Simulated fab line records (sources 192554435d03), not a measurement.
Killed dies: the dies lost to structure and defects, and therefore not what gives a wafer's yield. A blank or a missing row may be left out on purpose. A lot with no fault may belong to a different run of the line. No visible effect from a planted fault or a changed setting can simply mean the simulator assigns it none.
Chamber matching :: flow n5_finfet :: N5_BEOL_M6_DEP_56 on pecvd-04: 3 sister chambers
The step deposits SiCN from 3MS/NH3, target thk 10 nm, time 17.5 s. 16 wafers are shown with their chamber, then 8 later ones without.

## WAFERS, EACH WITH ITS CHAMBER
wafer: L074.3
chamber: 0
showerhead_plenum_p_Torr (Torr): 3.689
throttle_valve_pct (%): 9.0

wafer: L074.4
chamber: 0
showerhead_plenum_p_Torr (Torr): 3.670
throttle_valve_pct (%): 9.2

wafer: L074.5
chamber: 1
showerhead_plenum_p_Torr (Torr): 3.633
throttle_valve_pct (%): 8.6

wafer: L075.3
chamber: 2
showerhead_plenum_p_Torr (Torr): 3.679
throttle_valve_pct (%): 8.9

wafer: L075.4
chamber: 0
showerhead_plenum_p_Torr (Torr): 3.684
throttle_valve_pct (%): 9.3

wafer: L075.6
chamber: 1
showerhead_plenum_p_Torr (Torr): 3.655
throttle_valve_pct (%): 8.8

wafer: L079.1
chamber: 2
showerhead_plenum_p_Torr (Torr): 3.667
throttle_valve_pct (%): 8.9

wafer: L079.3
chamber: 0
showerhead_plenum_p_Torr (Torr): 3.685
throttle_valve_pct (%): 9.1

wafer: L079.5
chamber: 1
showerhead_plenum_p_Torr (Torr): 3.643
throttle_valve_pct (%): 8.8

wafer: L082.1
chamber: 0
showerhead_plenum_p_Torr (Torr): 3.687
throttle_valve_pct (%): 9.3

wafer: L082.4
chamber: 2
showerhead_plenum_p_Torr (Torr): 3.672
throttle_valve_pct (%): 8.8

wafer: L082.5
chamber: 1
showerhead_plenum_p_Torr (Torr): 3.636
throttle_valve_pct (%): 8.8

wafer: L080.1
chamber: 1
showerhead_plenum_p_Torr (Torr): 3.636
throttle_valve_pct (%): 8.5

wafer: L080.4
chamber: 1
showerhead_plenum_p_Torr (Torr): 3.641
throttle_valve_pct (%): 8.7

wafer: L080.5
chamber: 2
showerhead_plenum_p_Torr (Torr): 3.667
throttle_valve_pct (%): 8.8

wafer: L088.1
chamber: 0
showerhead_plenum_p_Torr (Torr): 3.683
throttle_valve_pct (%): 9.2

SIGNATURES (means of the wafers above)
reading: showerhead_plenum_p_Torr
chamber 0: 3.68300
chamber 1: 3.64067
chamber 2: 3.67125
scatter within a chamber: 0.00699

reading: throttle_valve_pct
chamber 0: 9.183
chamber 1: 8.700
chamber 2: 8.850
scatter within a chamber: 0.11
Rule: for a wafer and a chamber, the distance is found by dividing, reading by reading, the gap between the wafer's reading and the chamber's mean by the reading's scatter, squaring, summing and taking the root. If the next closest chamber is less than 2 further off than the closest, the wafer can't be placed; otherwise it belongs to the closest. The scatter: the root of (the sum of the squares of (reading less its chamber's mean) over the shown wafers, divided by (wafers less chambers)).

## WAFERS WITH NO CHAMBER GIVEN
wafer: L088.2
showerhead_plenum_p_Torr (Torr): 3.675
throttle_valve_pct (%): 8.6

wafer: L088.3
showerhead_plenum_p_Torr (Torr): 3.646
throttle_valve_pct (%): 8.5

wafer: L090.1
showerhead_plenum_p_Torr (Torr): 3.661
throttle_valve_pct (%): 9.3

wafer: L090.2
showerhead_plenum_p_Torr (Torr): 3.647
throttle_valve_pct (%): 8.7

wafer: L090.6
showerhead_plenum_p_Torr (Torr): 3.682
throttle_valve_pct (%): 9.0

wafer: L094.1
showerhead_plenum_p_Torr (Torr): 3.682
throttle_valve_pct (%): 9.5

wafer: L094.2
showerhead_plenum_p_Torr (Torr): 3.677
throttle_valve_pct (%): 8.7

wafer: L094.4
showerhead_plenum_p_Torr (Torr): 3.667
throttle_valve_pct (%): 9.3

## WHICH CHAMBER EACH ONE RAN IN
wafer: L088.2
from the rows above: 2
in truth: 2

wafer: L088.3
from the rows above: 1
in truth: 1

wafer: L090.1
from the rows above: can't be placed: 0 or 2
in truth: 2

wafer: L090.2
from the rows above: 1
in truth: 1

wafer: L090.6
from the rows above: can't be placed: 0 or 2
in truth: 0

wafer: L094.1
from the rows above: 0
in truth: 0

wafer: L094.2
from the rows above: 2
in truth: 2

wafer: L094.4
from the rows above: can't be placed: 0 or 2
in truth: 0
Placed correctly: 5 of 8. Not placeable from these rows: 3 (in 3, the candidates include the true chamber). Number placed wrongly: 0.
